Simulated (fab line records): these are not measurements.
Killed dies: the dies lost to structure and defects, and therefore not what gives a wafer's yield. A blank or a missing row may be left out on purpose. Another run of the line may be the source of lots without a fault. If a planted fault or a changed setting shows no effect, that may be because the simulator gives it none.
The tool behind it: which one? | flow nand_harc | 13 lots, 39 wafers sampled, at 6 steps of a route of 1302

== WHAT THE GAUGES SHOWED, per wafer ==
NHARC_P_CONTACT_INSPECT_27.
lot  | measured     | on                | raw_defect_count
L261 | day 5 05:32  | defect_inspect-02 | 453 303 293
L262 | day 5 09:50  | defect_inspect-02 | 163 171 204
L263 | day 5 19:31  | defect_inspect-01 | 194 195 230
L266 | day 6 22:58  | defect_inspect-02 | 126 299 318
L271 | day 9 08:16  | defect_inspect-02 | 395 418 514
L272 | day 9 12:08  | defect_inspect-02 | 184 183 193
L273 | day 10 01:50 | defect_inspect-02 | 673 381 214
L274 | day 10 10:15 | defect_inspect-02 | 152 343 266
L276 | day 11 02:24 | defect_inspect-01 | 192 167 192
L277 | day 11 19:04 | defect_inspect-01 | 196 204 220
L278 | day 12 10:33 | defect_inspect-01 | 357 244 315
L281 | day 13 06:16 | defect_inspect-02 | 345 275 148
L282 | day 14 00:01 | defect_inspect-01 | 146 188 237

NHARC_P_M0_THK_MEAS_24: measures by xrf.
lot  | measured     | on            | thk_nm (nm)
L261 | day 5 08:49  | film_metro-02 | 117.2 116.2 116.6
L262 | day 5 13:14  | film_metro-02 | 118.1 120.6 117.3
L263 | day 5 22:58  | film_metro-02 | 115.4 119.1 115.2
L266 | day 7 02:29  | film_metro-02 | 116.1 116.8 117.1
L271 | day 9 11:35  | film_metro-01 | 392.7 398.7 398.1 391.4 399.7 399.3
L272 | day 9 15:26  | film_metro-02 | 392.9 396.4 400.3 393.5 392.8 397.9
L273 | day 10 05:38 | film_metro-02 | 398.3 401.6 400.1 398.2 401.3 400.8
L274 | day 10 13:39 | film_metro-01 | 118.3 118.2 116.8
L276 | day 11 05:42 | film_metro-01 | 118.0 116.8 116.3
L277 | day 11 22:34 | film_metro-02 | 115.9 116.8 118.2
L278 | day 12 13:49 | film_metro-02 | 118.7 116.2 116.9
L281 | day 13 09:40 | film_metro-02 | 118.1 116.9 118.3
L282 | day 14 03:30 | film_metro-01 | 116.8 117.6 116.8

NHARC_END_SORT_01.
lot  | measured     | on        | defect_limited_yield (%) | killed_at_array | killed_at_other | killed_at_periphery | killed_dies | killed_open | killed_short
L266 | day 26 18:09 | prober-01 | 89.2 87.7 89.4           | 69 80 67        | 1 0 0           | 3 3 5               | 73 83 72    | 5 4 9       | 4 2 1
L274 | day 28 18:57 | prober-01 | 88.5 87.1 89.2           | 71 80 67        | 0 0 0           | 7 7 6               | 78 87 73    | 2 3 2       | 3 2 2

== TOOL THAT RAN EACH LOT (tool first, then ch and the chambers of the sampled wafers, then the start) ==
lot  | NHARC_P_CONTACT_CMP_24        | NHARC_P_M0_DESCUM_14               | NHARC_P_M0_CMP_23
L261 | cmp-04 ch 1,2, day 5 05:08    | rie_diel-02 ch 0,1,2, day 5 06:31  | cmp-01 ch 2,3, day 5 08:30
L262 | cmp-01 ch 0,1,2, day 5 09:30  | rie_diel-07 ch 0,3, day 5 10:55    | cmp-01 ch 1,2, day 5 12:55
L263 | cmp-04 ch 0,1,2, day 5 19:08  | rie_diel-02 ch 0,3, day 5 20:37    | cmp-04 ch 1,2, day 5 22:39
L266 | cmp-04 ch 0,1,2, day 6 22:35  | rie_diel-02 ch 1,3, day 7 00:03    | cmp-03 ch 0,1,3, day 7 02:12
L271 | cmp-04 ch 1,2,3, day 9 07:52  | rie_diel-01 ch 0,1,3, day 9 09:14  | cmp-04 ch 0,2,3, day 9 11:17
L272 | cmp-01 ch 0,1,2, day 9 11:46  | rie_diel-07 ch 1,2,3, day 9 13:07  | cmp-03 ch 0,1, day 9 15:09
L273 | cmp-01 ch 0,1,3, day 10 01:29 | rie_diel-02 ch 0,2,3, day 10 03:16 | cmp-01 ch 0,1,3, day 10 05:23
L274 | cmp-04 ch 0,2,3, day 10 09:52 | rie_diel-02 ch 1,2,3, day 10 11:13 | cmp-04 ch 0,1,2, day 10 13:20
L276 | cmp-02 ch 1,3, day 11 02:00   | rie_diel-02 ch 0,1,2, day 11 03:23 | cmp-03 ch 0,2, day 11 05:25
L277 | cmp-01 ch 0,1,2, day 11 18:41 | rie_diel-01 ch 0,1,3, day 11 20:10 | cmp-04 ch 0,2,3, day 11 22:17
L278 | cmp-04 ch 0,3, day 12 10:10   | rie_diel-02 ch 0,1,2, day 12 11:32 | cmp-01 ch 1,2, day 12 13:31
L281 | cmp-04 ch 2,3, day 13 05:52   | rie_diel-02 ch 1,2, day 13 07:22   | cmp-01 ch 1,2, day 13 09:21
L282 | cmp-04 ch 0,1,2, day 13 23:40 | rie_diel-01 ch 0,1, day 14 01:06   | cmp-03 ch 0,3, day 14 03:11
- NHARC_P_CONTACT_CMP_24: polishes, t overpolish 30 s, target thk 200 nm.
- NHARC_P_M0_DESCUM_14: chemistry O2, time 3 s.
- NHARC_P_M0_CMP_23: polishes, t overpolish 20 s, target thk 117.54 nm.

== WHAT THE TOOLS THEMSELVES READ (means of the sampled wafers that have a number; where no wafer has one, the mark that the record gives instead) ==
NHARC_P_CONTACT_CMP_24.
lot  | tool   | edge_zone_pressure_frac | motor_current_A (A) | overpolish_run_s (s) | time_to_endpoint_s (s)
L261 | cmp-04 | 1.005                   | 10.7                | 30.007               | 38.1
L262 | cmp-01 | 1.000                   | 10.6                | 29.999               | 36.9
L263 | cmp-04 | 0.999                   | 11.6                | 30.004               | 36.8
L266 | cmp-04 | 0.999                   | 11.3                | 30.001               | 40.9
L271 | cmp-04 | 0.998                   | 12.1                | 30.007               | 39.4
L272 | cmp-01 | 1.000                   | 10.9                | 30.012               | 38.2
L273 | cmp-01 | 0.997                   | 11.9                | 30.004               | 35.5
L274 | cmp-04 | 0.998                   | 11.7                | 30.002               | 42.1
L276 | cmp-02 | 1.003                   | 10.5                | 30.000               | 41.6
L277 | cmp-01 | 1.004                   | 11.3                | 30.000               | 38.4
L278 | cmp-04 | 1.005                   | 12.2                | 29.998               | 38.9
L281 | cmp-04 | 0.990                   | 11.4                | 30.005               | 39.6
L282 | cmp-04 | 1.002                   | 11.5                | 29.993               | 36.7

NHARC_P_M0_DESCUM_14.
lot  | tool        | chamber_pressure_mTorr (mTorr) | drypump_motor_current_A (A) | oes_product_au (a.u.) | rf_vpp_V (V) | showerhead_plenum_p_Torr (Torr) | throttle_valve_pct (%)
L261 | rie_diel-02 | 59.98                          | 5.8                         | 1.005                 | 57.4         | 1.84                            | 11.319
L262 | rie_diel-07 | 59.99                          | 4.8                         | 0.996                 | 57.9         | 1.96                            | 11.307
L263 | rie_diel-02 | 60.05                          | 5.7                         | 1.004                 | 57.5         | 1.82                            | 11.320
L266 | rie_diel-02 | 60.04                          | 6.0                         | 1.000                 | 57.6         | 1.87                            | 11.313
L271 | rie_diel-01 | 60.01                          | 5.4                         | 1.004                 | 57.2         | 1.90                            | 11.315
L272 | rie_diel-07 | 59.99                          | 5.5                         | 0.988                 | 56.9         | 1.87                            | 11.312
L273 | rie_diel-02 | 60.06                          | 5.6                         | 0.995                 | 57.5         | 1.83                            | 11.313
L274 | rie_diel-02 | 59.99                          | 5.8                         | 1.005                 | 57.3         | 1.86                            | 11.322
L276 | rie_diel-02 | 60.06                          | 5.8                         | 1.006                 | 57.5         | 1.83                            | 11.309
L277 | rie_diel-01 | 60.02                          | 5.4                         | 0.996                 | 58.2         | 1.89                            | 11.308
L278 | rie_diel-02 | 60.05                          | 5.8                         | 1.008                 | 58.3         | 1.83                            | 11.316
L281 | rie_diel-02 | 59.99                          | 5.7                         | 1.009                 | 56.7         | 1.85                            | 11.315
L282 | rie_diel-01 | 59.99                          | 5.5                         | 1.002                 | 57.9         | 1.82                            | 11.317

NHARC_P_M0_CMP_23.
lot  | tool   | edge_zone_pressure_frac | motor_current_A (A) | time_to_endpoint_s (s)
L261 | cmp-01 | 1.000                   | 12.5                | 32.8
L262 | cmp-01 | 0.992                   | 10.7                | 28.1
L263 | cmp-04 | 0.997                   | 11.6                | 27.7
L266 | cmp-03 | 0.998                   | 11.7                | 26.7
L271 | cmp-04 | -                       | -                   | -
L272 | cmp-03 | -                       | -                   | -
L273 | cmp-01 | -                       | -                   | -
L274 | cmp-04 | 1.001                   | 11.0                | 30.4
L276 | cmp-03 | 1.001                   | 12.1                | 31.6
L277 | cmp-04 | 0.998                   | 11.9                | 27.3
L278 | cmp-01 | 1.002                   | 11.0                | 27.9
L281 | cmp-01 | 0.999                   | 10.9                | 28.5
L282 | cmp-03 | 1.003                   | 11.5                | 27.8

== THE ANSWER, worked out from the rows above alone ==
Rule: the lots themselves supply what counts as usual. Put in order of their means at a reading, lots are off if they are a third of the lots or fewer, leave a main group of 4 or more, and stand apart from it by a gap of 3 or more times the standard deviation of the main group's means; of several such gaps the widest counts. Not used: any main group whose means are identical at the precision the tables above print for the reading. Also off: a lot with no number at a reading for which 4 or more lots have one. The other lots that the step has rows for count as sound. The gauges are gone through in route order, then the tools' own readings, and for those a lot's mean is taken as printed above. At the first step where some lot is off, the reading lying furthest off is the one used; lots without a number count as furthest.
Off, at NHARC_P_M0_THK_MEAS_24 on thk_nm: L271, L272, L273. The main group: mean 117.2 nm, standard deviation 0.62.
If a tool, at a process step before that reading, ran all the lots that are off and no sound lot after the first of them, it fits. Not tried: the gauges at NHARC_P_M0_THK_MEAS_24; whatever is off there is also off at NHARC_P_M0_CMP_23, on other tools, and gauge error can't account for it. No candidate that was tried fits.

== WHAT THE SIMULATOR HAD PUT IN ==
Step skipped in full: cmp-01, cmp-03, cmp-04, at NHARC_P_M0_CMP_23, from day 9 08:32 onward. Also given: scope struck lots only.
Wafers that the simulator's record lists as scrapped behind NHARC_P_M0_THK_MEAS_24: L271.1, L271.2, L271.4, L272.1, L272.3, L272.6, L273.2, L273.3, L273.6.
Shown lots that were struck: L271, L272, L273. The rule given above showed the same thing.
